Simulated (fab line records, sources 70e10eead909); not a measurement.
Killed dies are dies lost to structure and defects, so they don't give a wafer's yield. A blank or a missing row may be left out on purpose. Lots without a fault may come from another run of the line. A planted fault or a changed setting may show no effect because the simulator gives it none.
Chamber matching | flow nand_harc | NHARC_A_CONTACT_DEP_29 on pecvd-02: 3 sister chambers
The step deposits SiON, target thk 100 nm. 3 wafers are shown with their chamber, then 10 later ones without.

WAFERS WITH THEIR CHAMBER
wafer  | chamber | heater_power_w (W)
L086.4 | 1       | 742
L090.2 | 0       | 731
L090.3 | 2       | 800

WAFERS WITHOUT THEIR CHAMBER
wafer  | heater_power_w (W)
L090.4 | 753
L091.2 | 789
L091.5 | 801
L091.6 | 698
L094.3 | 822
L094.4 | 745
L094.6 | 671
L095.3 | 771
L095.5 | 776
L095.6 | 671

WHICH CHAMBER EACH WENT THROUGH
wafer  | from the rows above          | in truth
L090.4 | can't be placed: 1 or 0 or 2 | 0
L091.2 | can't be placed: 2 or 1 or 0 | 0
L091.5 | can't be placed: 2 or 1      | 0
L091.6 | can't be placed: 0 or 1      | 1
L094.3 | can't be placed: 2 or 1      | 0
L094.4 | can't be placed: 1 or 0 or 2 | 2
L094.6 | can't be placed: 0 or 1      | 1
L095.3 | can't be placed: 1 or 2 or 0 | 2
L095.5 | can't be placed: 2 or 1 or 0 | 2
L095.6 | can't be placed: 0 or 1      | 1
Placed correctly: 0 of 10. Can't be placed from these rows: 10 (the true chamber is among the candidates in 8). Placed wrongly: 0.
How it was worked out, from the rows above alone: a wafer's distance from a chamber is the root of the sum, over the readings, of the square of ((its reading less the chamber's mean) divided by the reading's scatter). The wafer belongs to the nearest chamber; if the next one is less than 2 further off, it can't be placed. A chamber's mean is the mean of its shown wafers. The scatter: with one shown wafer a chamber, the root of the mean of the squares of how far each hidden wafer lies from its nearest shown one.
